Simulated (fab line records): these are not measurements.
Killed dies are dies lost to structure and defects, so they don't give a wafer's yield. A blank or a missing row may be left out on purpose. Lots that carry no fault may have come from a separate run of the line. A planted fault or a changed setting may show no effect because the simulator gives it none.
fab line records	flow nand-harc
[record] lots = 5	wafers = 15	last-day = 34
route steps=1302 shown A_M1@1179 END@1302
lots untouched by any fault: they come from a run of this same line in which no faults occurred
start-h: hours from the record's first day to the start of the lot's first wafer shown	wait-h: hours from the lot's prior step to this one	" the same as in the row above	L1.1+2: several wafers, shown together as one row	- no value, or no start was given	* or withheld: withheld	< > ~ a bound
route shown NAME@n: names a module that has steps shown in the file, with the first one's number in the route	usual: mean and standard deviation over wafers with no fault	same: alike in all rows	chamber/n: place in a boat	sites: readings site by site	_std_site: the values' standard deviation	_edge_site: outer sites' mean less inner sites'	radius-mm: for every site, how far away it sits from the centre of the wafer	mask NAME#n: copy n	behind: the tool/chamber that last shaped the wafer	hold: why the lot went on hold/how many hours it stayed there/how the hold came to an end	device: the transistor (n, p or np) that didn't switch	end of line: tests run on the same wafers once the route is complete	a step with no rows: only its recipe	killed: not the wafer's yield, but the dies lost to structure and defects at the first sort	map: the dies of a wafer, with x for killed, . for not killed, _ for no die there
set.NAME: the run value of the setting; set.NAME@STEP: its run value at that earlier step	model.NAME: the simulator's own value behind a step, which no gauge read
lots at selected steps of the route; one table per step, one row per wafer
services: the hour from which a tool's chamber was out of use, counted from the record's first day as start-h (under 0 if before that day), plus the number of hours and why
[[steps]]
[step NHARC_A_M1_CD_MEAS_09]
[recipe] target-cd-nm = 120	landing-energy-ev = 500
[usual] cd-nm = 119.9/0.63
lot.wafer	tool	chamber	start-h	wait-h	cd-nm
L511.2	cd-sem-01	0	548.98	-	120.1
L511.3	"	0	"	"	120.1
L511.5	"	0	"	"	120.1
L518.4	cd-sem-01	0	612.36	-	119.7
L518.5	"	0	"	"	120.4
L518.6	"	0	"	"	120.3
L519.1	cd-sem-02	0	615.54	-	121.6
L519.4	"	0	"	"	120.0
L519.5	"	0	"	"	120.8
L525.1	cd-sem-01	0	697.94	-	120.1
L525.4	"	0	"	"	120.2
L525.5	"	0	"	"	120.1
L532.2	cd-sem-01	0	767.04	-	120.7
L532.4	"	0	"	"	119.9
L532.6	"	0	"	"	119.5
[step NHARC_A_M1_OVL_MEAS_10]
[recipe] pitch-nm = 240
[usual] overlay-x-nm = 0.0/0.86	overlay-y-nm = -0.2/0.62
lot.wafer	tool	chamber	start-h	wait-h	overlay-x-nm	overlay-y-nm
L511.2	overlay-01	-	549.07	-	-0.9	0.7
L511.3	"	-	"	"	-0.8	0.2
L511.5	"	-	"	"	-1.3	0.5
L518.4	overlay-02	-	612.44	-	0.5	0.0
L518.5	"	-	"	"	-0.3	0.3
L518.6	"	-	"	"	0.2	-0.4
L519.1	overlay-02	-	615.63	-	-0.8	-0.5
L519.4	"	-	"	"	-0.2	-0.7
L519.5	"	-	"	"	0.0	-0.3
L525.1	overlay-01	-	698.03	-	0.7	0.2
L525.4	"	-	"	"	-0.1	0.5
L525.5	"	-	"	"	0.8	0.3
L532.2	overlay-02	-	767.13	-	0.5	0.8
L532.4	"	-	"	"	0.5	0.7
L532.6	"	-	"	"	0.4	0.7
[step NHARC_A_M1_INSPECT_11]
[usual] raw-defect-count = 84/35
lot.wafer	tool	chamber	start-h	wait-h	raw-defect-count
L511.2	defect-inspect-02	-	549.11	0.0	22
L511.3	"	-	"	"	21
L511.5	"	-	"	"	23
L518.4	defect-inspect-02	-	612.48	0.0	67
L518.5	"	-	"	"	96
L518.6	"	-	"	"	74
L519.1	defect-inspect-01	-	615.66	0.0	87
L519.4	"	-	"	"	111
L519.5	"	-	"	"	111
L525.1	defect-inspect-02	-	698.07	0.0	139
L525.4	"	-	"	"	115
L525.5	"	-	"	"	115
L532.2	defect-inspect-02	-	767.16	0.0	111
L532.4	"	-	"	"	111
L532.6	"	-	"	"	111
[step NHARC_A_M1_DESCUM_14]
[recipe] time-s = 3	o2-flow-sccm = 200	ar-flow-sccm = 0	bias-power-w = 0	chemistry = O2
[usual] drypump-motor-current-A = 5.8/0.46	oes-product-au = 1.004/0.0089	rf-vpp-V = 57.6/0.91	showerhead-plenum-p-Torr = 1.87/0.065	throttle-valve-pct = 11.311/0.0097
lot.wafer	tool	chamber	start-h	wait-h	drypump-motor-current-A	oes-product-au	rf-hours-counter-h	rf-vpp-V	showerhead-plenum-p-Torr	throttle-valve-pct
L511.2	rie-diel-05	0	549.17	0.1	5.0	0.975	6.0	57.7	1.82	11.308
L511.3	"	0	"	"	5.0	0.986	-	57.5	1.82	11.312
L511.5	"	1	"	"	5.9	0.997	-	58.6	1.85	11.307
L518.4	rie-diel-05	1	612.54	0.1	6.0	1.010	0.7	57.8	1.85	11.319
L518.6	"	1	"	"	6.0	1.017	-	57.1	1.85	11.317
L518.5	"	2	"	"	5.7	1.007	-	55.5	1.83	11.315
L519.4	rie-diel-05	3	615.74	0.1	5.1	1.007	1.2	57.2	1.92	11.297
L519.1	"	0	"	"	5.1	1.012	1.3	57.6	1.82	11.305
L519.5	"	2	"	"	5.8	1.016	-	56.1	1.83	11.300
L525.1	rie-diel-01	3	698.13	0.1	6.1	0.985	3.7	56.4	1.80	11.324
L525.4	"	1	"	"	5.1	1.007	3.7	57.3	1.79	11.305
L525.5	"	3	"	"	6.1	0.993	-	58.0	1.80	11.309
L532.2	rie-diel-01	2	767.24	0.1	5.8	0.996	0.9	58.4	2.03	11.309
L532.4	"	0	"	"	5.2	1.009	-	58.7	1.85	11.292
L532.6	"	3	"	"	6.2	0.978	-	55.7	1.80	11.317
[step NHARC_A_M1_ETCH_35]
[recipe] target-depth-a = 400	overetch-a = 120	time-s = 43.94	ion-energy-ev = 200	n2-flow-sccm = 150	h2-flow-sccm = 150	ar-flow-sccm = 0	rf-w = 400	bias-w = 150	chemistry = N2/H2
[step NHARC_A_M1_ETCH_15]
[recipe] target-depth-a = 1825	time-s = 91.2	c4f8-flow-sccm = withheld	ar-flow-sccm = 400	rf-w = 600	bias-w = 300	chemistry = C4F8/Ar
[usual] oes-product-au = 0.955/0.023	rf-vpp-V = 439.5/2.3
lot.wafer	tool	chamber	start-h	wait-h	oes-product-au	rf-hours-counter-h	rf-vpp-V
L511.2	rie-diel-05	1	549.43	0.1	0.947	5.8	437.0
L511.3	"	0	"	"	0.937	-	438.1
L511.5	"	0	"	"	0.934	-	437.6
L518.4	rie-diel-05	2	-	-	0.969	0.7	438.4
L518.6	"	2	"	"	0.971	-	437.4
L518.5	"	3	"	"	0.985	-	441.7
L519.1	rie-diel-05	0	-	-	0.978	1.3	438.4
L519.4	"	1	"	"	0.978	1.4	437.7
L519.5	"	0	"	"	0.978	-	437.6
L525.1	rie-diel-01	0	-	-	0.968	3.6	437.8
L525.4	"	1	"	"	0.978	3.7	436.9
L525.5	"	3	"	"	0.959	-	435.2
L532.2	rie-diel-01	0	-	-	0.972	0.9	437.6
L532.4	"	2	"	"	0.956	-	445.5
L532.6	"	3	"	"	0.954	-	436.6
[step NHARC_A_M1_CD_MEAS_16]
[usual] cd-nm = 119.9/0.95
lot.wafer	tool	chamber	start-h	wait-h	cd-nm
L511.2	cd-sem-02	-	549.61	0.2	121.5
L511.3	"	-	"	"	121.1
L511.5	"	-	"	"	120.4
L518.4	cd-sem-01	-	612.85	-	120.2
L518.5	"	-	"	"	120.4
L518.6	"	-	"	"	120.0
L519.1	cd-sem-02	-	616.04	-	121.5
L519.4	"	-	"	"	121.0
L519.5	"	-	"	"	120.3
L525.1	cd-sem-02	-	698.43	-	120.6
L525.4	"	-	"	"	119.6
L525.5	"	-	"	"	120.5
L532.2	cd-sem-01	-	767.58	-	121.4
L532.4	"	-	"	"	120.1
L532.6	"	-	"	"	119.2
[step NHARC_A_M1_STRIP_18]
[recipe] power-w = 1000	n2-flow-sccm = 150	h2-flow-sccm = 150	ar-flow-sccm = 0	bias-w = 0	chemistry = N2/H2
[step NHARC_A_M1_ETCH_28]
[recipe] target-depth-a = 300	over-etch-frac = 0.3	time-s = 72.99	ion-energy-ev = 150	cf4-flow-sccm = 50	n2-flow-sccm = 100	ar-flow-sccm = 150	rf-w = 300	bias-w = 100	chemistry = CF4/N2
[step NHARC_A_M1_STRIP_19]
[recipe] time-s = 600	temp-c = 30	chemistry = post-etch-residue-remover
[step NHARC_A_M1_DEGAS_29]
[recipe] temp-c = 250	time-s = 60
[usual] heater-power-w = 339/31
lot.wafer	tool	chamber	start-h	wait-h	heater-power-w
L511.2	pvd-sputter-01	-	550.38	-	316
L511.3	"	-	"	"	391
L511.5	"	-	"	"	334
L518.4	pvd-sputter-02	-	613.57	-	322
L518.6	"	-	"	"	308
L518.5	"	-	"	"	326
L519.1	pvd-sputter-03	-	616.76	-	368
L519.4	"	-	"	"	365
L519.5	"	-	"	"	375
L525.1	pvd-sputter-01	-	699.15	-	307
L525.4	"	-	"	"	373
L525.5	"	-	"	"	317
L532.2	pvd-sputter-02	-	768.81	-	320
L532.4	"	-	"	"	361
L532.6	"	-	"	"	365
[step NHARC_A_M1_PRE_CLEAN_30]
[recipe] time-s = 30	temp-c = 280	gas = H2/He
[usual] heater-power-w = 420/40
lot.wafer	tool	chamber	start-h	wait-h	heater-power-w
L511.2	pvd-sputter-01	-	-	-	387
L511.3	"	-	"	"	440
L511.5	"	-	"	"	495
L518.4	pvd-sputter-02	-	-	-	438
L518.5	"	-	"	"	406
L518.6	"	-	"	"	432
L519.1	pvd-sputter-03	-	-	-	407
L519.4	"	-	"	"	460
L519.5	"	-	"	"	463
L525.4	pvd-sputter-01	-	-	-	496
L525.1	"	-	"	"	471
L525.5	"	-	"	"	503
L532.4	pvd-sputter-02	-	-	-	388
L532.2	"	-	"	"	377
L532.6	"	-	"	"	433
[step NHARC_A_M1_PVD_20]
[recipe] target-thk-a = 50	bias-v = 168.6	power-w = 15000	chamber-pressure-pa = 0.12	time-s = 8.06	substrate-temp-c = 50	material = TaN
[usual] bias-v = 168.5/1.7	substrate-temp-c = 50.00/0.11	throttle-valve-pct = 29.7/0.93
lot.wafer	tool	chamber	start-h	wait-h	bias-v	substrate-temp-c	throttle-valve-pct
L511.2	pvd-sputter-01	-	550.53	-	167.9	50.02	29.1
L511.3	"	-	"	"	169.2	50.22	29.6
L511.5	"	-	"	"	168.1	49.97	30.3
L518.4	pvd-sputter-02	-	613.72	-	167.9	50.18	31.3
L518.5	"	-	"	"	167.5	50.12	29.0
L518.6	"	-	"	"	170.2	49.94	30.0
L519.1	pvd-sputter-03	-	616.88	-	168.0	50.10	30.6
L519.4	"	-	"	"	168.4	49.99	31.7
L519.5	"	-	"	"	168.7	49.81	29.0
L525.4	pvd-sputter-01	-	699.27	-	171.5	50.05	29.0
L525.1	"	-	"	"	168.7	50.13	29.9
L525.5	"	-	"	"	167.3	49.87	29.1
L532.2	pvd-sputter-02	-	768.93	-	168.6	50.06	29.7
L532.4	"	-	"	"	170.4	49.99	28.0
L532.6	"	-	"	"	170.3	49.89	29.9
[step NHARC_A_M1_PVD_21]
[recipe] target-thk-a = 300	chamber-pressure-pa = 5	power-w = 5000	substrate-temp-c = 30	time-s = 20.49	material = Cu
[step NHARC_A_M1_ECD_22]
[recipe] target-thk-a = 4000	bath-temp-c = 25	material = Cu
[step NHARC_A_M1_ANNEAL_31]
[recipe] temp-c = 225	time-s = 90
[usual] wafer_temp_C_max = 226.08/0.25
lot.wafer	tool	chamber	start-h	wait-h	wafer_temp_C_max
L511.2	rtp-anneal-01	0	551.20	-	225.75
L511.3	"	0	"	"	226.24
L511.5	"	0	"	"	226.57
L518.4	rtp-anneal-01	0	614.46	0.4	226.50
L518.5	"	0	"	"	225.99
L518.6	"	0	"	"	225.89
L519.1	rtp-anneal-01	0	617.51	0.3	226.50
L519.4	"	0	"	"	226.07
L519.5	"	0	"	"	226.07
L525.1	rtp-anneal-02	0	699.88	-	225.99
L525.4	"	0	"	"	226.17
L525.5	"	0	"	"	226.14
L532.2	rtp-anneal-02	0	769.60	0.4	226.14
L532.4	"	0	"	"	225.87
L532.6	"	0	"	"	226.19
[step NHARC_A_M1_CMP_23]
[recipe] t-overpolish-s = 20	target-thk-nm = 154.34
[step NHARC_A_M1_THK_MEAS_24]
[recipe] thk-meas-gauge = xrf
[usual] thk-nm = 154.1/1.4
lot.wafer	tool	chamber	start-h	wait-h	thk-nm
L511.2	film-metro-01	-	551.81	-	153.0
L511.3	"	-	"	"	152.5
L511.5	"	-	"	"	152.0
L518.4	film-metro-02	-	614.96	-	151.6
L518.5	"	-	"	"	155.0
L518.6	"	-	"	"	153.2
L519.1	film-metro-02	-	618.16	-	153.9
L519.4	"	-	"	"	152.3
L519.5	"	-	"	"	153.7
L525.1	film-metro-02	-	700.54	-	154.7
L525.4	"	-	"	"	155.4
L525.5	"	-	"	"	154.9
L532.2	film-metro-02	-	770.22	-	152.9
L532.4	"	-	"	"	155.1
L532.6	"	-	"	"	155.2
[step NHARC_A_M1_SRD_25]
[step NHARC_END_SORT_01]
[recipe] temp-c = 25
[usual] defect-limited-yield = 90.9/2.8	killed-at-array = 56/19	killed-at-other = 1.0/1.3	killed-at-periphery = 3.8/2.2	killed-dies = 61/19	killed-open = 3.1/1.9	killed-short = 2.3/1.5
[same] gross-dies = 677
lot.wafer	tool	chamber	start-h	wait-h	defect-limited-yield[%]	killed-at-array	killed-at-other	killed-at-periphery	killed-dies	killed-open	killed-short
L511.2	prober-02	0	586.33	2.8	96.0	25	0	2	27	4	3
L511.3	prober-02	0	587.13	3.1	96.3	20	0	5	25	5	2
L511.5	prober-02	0	588.73	3.7	96.5	19	0	5	24	1	1
L519.1	prober-01	0	648.37	2.5	93.6	42	1	0	43	1	3
L519.4	prober-01	0	650.76	3.4	91.0	58	2	1	61	3	2
L519.5	prober-01	0	651.56	3.7	90.0	65	1	2	68	1	1
L518.4	prober-02	0	650.68	3.4	91.3	54	2	3	59	6	0
L518.5	prober-02	0	651.48	3.7	89.4	64	1	7	72	3	1
L518.6	prober-02	0	652.27	4.0	90.8	58	2	2	62	4	3
L525.1	prober-02	0	740.74	2.5	79.2	133	2	6	141	3	3
L525.4	prober-02	0	743.15	3.4	81.2	122	0	5	127	4	3
L525.5	prober-02	0	743.96	3.7	84.9	99	0	3	102	0	2
L532.2	prober-02	0	804.54	2.8	88.3	75	1	3	79	4	0
L532.4	prober-02	0	806.13	3.4	89.2	68	0	5	73	5	1
L532.6	prober-02	0	807.72	4.0	87.3	80	1	5	86	3	1
// killed by level:class
L511.2 A_CHANNEL_HOLE_D2:chamber-film-flake=8 A_CHANNEL_HOLE_D1:chamber-film-flake=3 A_WL_FILL:chamber-film-flake=3 A_CONTACT:chamber-film-flake=2 P_M1:geometric-particle:short=1 A_SOURCE_PLATE:geometric-particle:open=1 A_CHANNEL_FILL_D1:geometric-particle:short=1 A_DECK1_JOINT:geometric-particle:open=1
L511.3 A_CHANNEL_HOLE_D2:chamber-film-flake=4 A_CONTACT:chamber-film-flake=4 A_WL_FILL:chamber-film-flake=3 P_M0:geometric-particle:open=2 P_GATE:chamber-film-flake=2 A_STAIRCASE:chamber-film-flake=2 A_SLIT:chamber-film-flake=2 P_STI:geometric-particle:short=1
L511.5 A_CHANNEL_HOLE_D2:chamber-film-flake=12 P_GATE:chamber-film-flake=3 A_STAIRCASE:chamber-film-flake=2 A_WL_FILL:chamber-film-flake=2 A_CONTACT:chamber-film-flake=2 P_CONTACT:geometric-particle:short=1 A_BLC:geometric-particle:open=1 P_ZERO_WELL:chamber-film-flake=1
L519.1 A_SLIT:chamber-film-flake=20 A_CHANNEL_HOLE_D2:chamber-film-flake=6 A_STAIRCASE:chamber-film-flake=5 A_CHANNEL_FILL_D1:geometric-particle:short=2 A_CHANNEL_HOLE_D1:chamber-film-flake=2 A_DECK1_JOINT:chamber-film-flake=2 A_BLC:chamber-film-flake=2 A_CHANNEL_HOLE_D1:geometric-particle:short=1
L518.4 A_SLIT:chamber-film-flake=25 A_CHANNEL_HOLE_D2:chamber-film-flake=10 A_CHANNEL_HOLE_D1:chamber-film-flake=4 A_CONTACT:chamber-film-flake=4 A_BLC:geometric-particle:open=2 A_CHANNEL_FILL_D1:chamber-film-flake=2 A_STAIRCASE:chamber-film-flake=2 THIN_TSV:chamber-film-flake=2
L519.4 A_SLIT:chamber-film-flake=21 A_CHANNEL_HOLE_D2:chamber-film-flake=10 A_CONTACT:chamber-film-flake=9 A_CHANNEL_HOLE_D1:chamber-film-flake=6 A_STAIRCASE:chamber-film-flake=5 THIN_TSV:chamber-film-flake=2 P_CONTACT:geometric-particle:open=1 A_CHANNEL_FILL_D1:geometric-particle:open=1
L518.5 A_SLIT:chamber-film-flake=31 A_CHANNEL_HOLE_D2:chamber-film-flake=12 A_SGD_CUT:chamber-film-flake=5 A_STAIRCASE:chamber-film-flake=4 A_CONTACT:chamber-film-flake=4 P_BONDPAD:chamber-film-flake=3 A_CHANNEL_HOLE_D1:chamber-film-flake=3 P_ZERO_WELL:chamber-film-flake=2
L519.5 A_SLIT:chamber-film-flake=27 A_CHANNEL_HOLE_D2:chamber-film-flake=12 A_BLC:chamber-film-flake=8 A_STAIRCASE:chamber-film-flake=7 A_CONTACT:chamber-film-flake=6 A_CHANNEL_HOLE_D1:chamber-film-flake=4 P_GATE:geometric-particle:short=1 A_ONON_D1:geometric-particle:open=1
L518.6 A_SLIT:chamber-film-flake=28 A_CHANNEL_HOLE_D2:chamber-film-flake=10 A_CHANNEL_HOLE_D1:chamber-film-flake=5 A_CONTACT:chamber-film-flake=5 P_M0:geometric-particle:open=1 P_M1:geometric-particle:open=1 A_ONON_D1:geometric-particle:short=1 A_CHANNEL_FILL_D1:geometric-particle:short=1
L525.1 A_M1:unspecified=46 A_SLIT:chamber-film-flake=34 A_CHANNEL_HOLE_D1:chamber-film-flake=32 A_CONTACT:chamber-film-flake=7 P_BONDPAD:chamber-film-flake=4 A_STAIRCASE:chamber-film-flake=4 A_CHANNEL_FILL_D2:chamber-film-flake=3 A_ONON_D2:geometric-particle:open=2
L525.4 A_M1:unspecified=60 A_CHANNEL_HOLE_D1:chamber-film-flake=33 A_SLIT:chamber-film-flake=16 P_BONDPAD:chamber-film-flake=3 A_STAIRCASE:chamber-film-flake=3 A_CONTACT:chamber-film-flake=3 A_CHANNEL_FILL_D2:geometric-particle:short=2 P_M2:geometric-particle:open=1
L525.5 A_M1:unspecified=54 A_SLIT:chamber-film-flake=16 A_CHANNEL_HOLE_D1:chamber-film-flake=13 A_STAIRCASE:chamber-film-flake=8 A_CONTACT:chamber-film-flake=4 P_GATE:chamber-film-flake=2 A_ONON_D2:geometric-particle:short=1 A_CHANNEL_FILL_D2:geometric-particle:short=1
L532.2 A_CHANNEL_HOLE_D2:chamber-film-flake=28 A_CHANNEL_HOLE_D1:chamber-film-flake=17 A_CONTACT:chamber-film-flake=13 A_SLIT:chamber-film-flake=11 P_M0:geometric-particle:open=2 A_STAIRCASE:chamber-film-flake=2 A_DECK1_JOINT:geometric-particle:open=1 A_M0:geometric-particle:open=1
L532.4 A_CHANNEL_HOLE_D2:chamber-film-flake=23 A_CHANNEL_HOLE_D1:chamber-film-flake=11 A_SLIT:chamber-film-flake=10 A_CONTACT:chamber-film-flake=10 A_STAIRCASE:chamber-film-flake=5 A_ZERO_WELL:chamber-film-flake=4 A_CONTACT:geometric-particle:open=2 P_ZERO_WELL:chamber-film-flake=2
L532.6 A_CHANNEL_HOLE_D2:chamber-film-flake=31 A_CHANNEL_HOLE_D1:chamber-film-flake=19 A_SLIT:chamber-film-flake=12 A_CONTACT:chamber-film-flake=10 A_CHANNEL_FILL_D2:chamber-film-flake=2 A_STAIRCASE:chamber-film-flake=2 P_CONTACT:geometric-particle:open=1 P_M0:geometric-particle:short=1
// map L525.1 (x killed, . not)
____________.____________
_________......x_________
_______.x.....xxxx_______
______.........xxxx______
_____..........xxxxx_____
____...........xxxxxx____
____...........xxxxxx____
___....x......x..xxxxx___
___......x.....xxxxxxx___
__...............xxx.x.__
__x.x.............x....__
_.................xx...._
_.............x..x.xxx.._
_..............x.xx..xxx_
_............x......xxxx_
_.......x...x.xxxx...xxx_
.........x..xxxxx..xxx.xx
..........xx.xxxxx.xxxxxx
.............xx..xx.xxx.x
............xxxx....xxx..
...x..........x.xx.x..x..
_...x..........x..x...x._
_............x.......x.._
_.xx.................x.._
_.xx...x............x..._
_.....x...............x._
__...................x.__
__.x...................__
___.x.................___
___................xx.___
____.................____
____.................____
_____..............._____
______.............______
_______..........._______
_________......._________
____________.____________
// map L511.2 (x killed, . not)
____________.____________
_________......._________
_______.....x..x.._______
______.....xx....x.______
_____.........x....._____
____.......xx........____
____.......x.........____
___.............x.....___
___x................x.___
__...........x.........__
__.....................__
_......................._
_..............xx...x..._
_.........x....xx......._
_.............x........._
_......................._
.........................
.....x.........x.........
....................x....
.........................
.........................
_.x....................._
_......................._
_......x................_
_......................._
_......................._
__.....................__
__.....................__
___...................___
___.........x.........___
____................x____
____.................____
_____..............._____
______.............______
_______..........._______
_________......._________
____________.____________
[[services]]
tool	chamber	start-h	hours	kind
rie-diel-05	3	526.55	2.7	repair
pvd-sputter-01	-	532.13	9.8	repair
rie-diel-05	3	541.62	14.4	repair
rie-diel-05	2	548.28	3.1	repair
pvd-sputter-02	-	552.19	0.9	repair
rie-diel-01	-	557.80	9.0	pm
rie-diel-01	-	567.37	0.1	repair
pvd-sputter-01	-	571.53	0.7	repair
pvd-sputter-02	-	577.88	2.5	repair
pvd-sputter-01	-	580.11	1.2	repair
pvd-sputter-01	-	582.03	10.0	pm
rie-diel-05	-	583.61	9.0	pm
pvd-sputter-02	-	633.29	8.0	repair
rie-diel-01	-	635.04	0.4	repair
pvd-sputter-02	-	641.34	10.0	pm
rie-diel-01	0	648.71	10.8	repair
pvd-sputter-02	-	684.56	1.8	repair
rie-diel-01	3	732.37	8.8	repair
rie-diel-01	-	734.80	9.0	pm
rie-diel-05	-	735.99	0.2	repair
pvd-sputter-02	-	750.85	1.4	repair
rie-diel-01	1	757.77	19.3	repair
pvd-sputter-01	-	760.03	10.0	pm
rie-diel-05	-	760.61	9.0	pm
[[key]]
[first-sign] step = NHARC_END_SORT_01	reading = killed-at-array	direction = up	sigmas = 3.3	usual = 56	struck = 118	wafers-moved = 2
[effect] step = NHARC_END_SORT_01	reading = killed-dies	direction = up	sigmas = 3.3	usual = 61	struck = 123	wafers-moved = 2
[more-kills-born-at] NHARC_A_M1_PVD_20@pvd-sputter-01 = 160
met-at NHARC_A_M1_PVD_20
struck-wafers L525.1,L525.4,L525.5
onset-between 550.53 699.27
also-fits NHARC_A_M1_DEGAS_29:pvd-sputter-01,NHARC_A_M1_PRE_CLEAN_30:pvd-sputter-01
[fault] kind = chamber-particle-source	tool = pvd-sputter-01	chamber = -	onset-h = 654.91	steps = NHARC_A_M1_PVD_20	rate-per-visit-cm2 = 0.49068	end-h = 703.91
